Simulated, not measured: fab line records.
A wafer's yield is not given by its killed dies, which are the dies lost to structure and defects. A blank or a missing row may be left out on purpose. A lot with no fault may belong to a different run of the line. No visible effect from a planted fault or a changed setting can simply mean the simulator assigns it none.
Chamber matching ; flow n5-finfet ; 4 sister chambers for N5_BEOL_M1_VIA_ETCH_34 on rie-diel-02
The step etches the open film in C4F6/O2, target depth 67.8 nm, time 64.4 s. 4 wafers are shown with their chamber, then 12 later ones without.

## WAFERS PAIRED WITH THEIR CHAMBERS
wafer;chamber;drypump-motor-current-A (A)
L083.1;3;5.9
L084.1;0;4.8
L084.2;2;6.1
L084.4;1;5.6

## WAFERS MISSING THEIR CHAMBER
wafer;drypump-motor-current-A (A)
L092.1;6.0
L092.2;4.8
L092.5;5.9
L090.1;6.1
L090.4;5.9
L090.5;6.1
L095.1;4.8
L095.2;6.0
L095.4;5.9
L097.4;5.6
L097.5;6.0
L097.6;5.9

## CHAMBER TAKEN BY EACH
wafer;from the rows above;in truth
L092.1;can't be placed: 2 or 3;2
L092.2;0;0
L092.5;3;3
L090.1;2;2
L090.4;3;3
L090.5;2;2
L095.1;0;0
L095.2;can't be placed: 2 or 3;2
L095.4;3;3
L097.4;1;1
L097.5;can't be placed: 2 or 3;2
L097.6;3;3
Correctly placed: 9 of 12. Not placeable from these rows: 3 (in 3, the candidates include the true chamber). Wrongly placed: 0.
How it was worked out, from the rows above alone: a wafer's distance from a chamber is the root of the sum, over the readings, of the square of ((its reading less the chamber's mean) divided by the reading's scatter). If the next closest chamber is less than 2 further off than the closest, the wafer can't be placed; otherwise it belongs to the closest. The mean given for a chamber averages the wafers shown for that chamber. The scatter: root of mean squared gap, hidden wafer to nearest shown wafer, with one shown wafer a chamber.
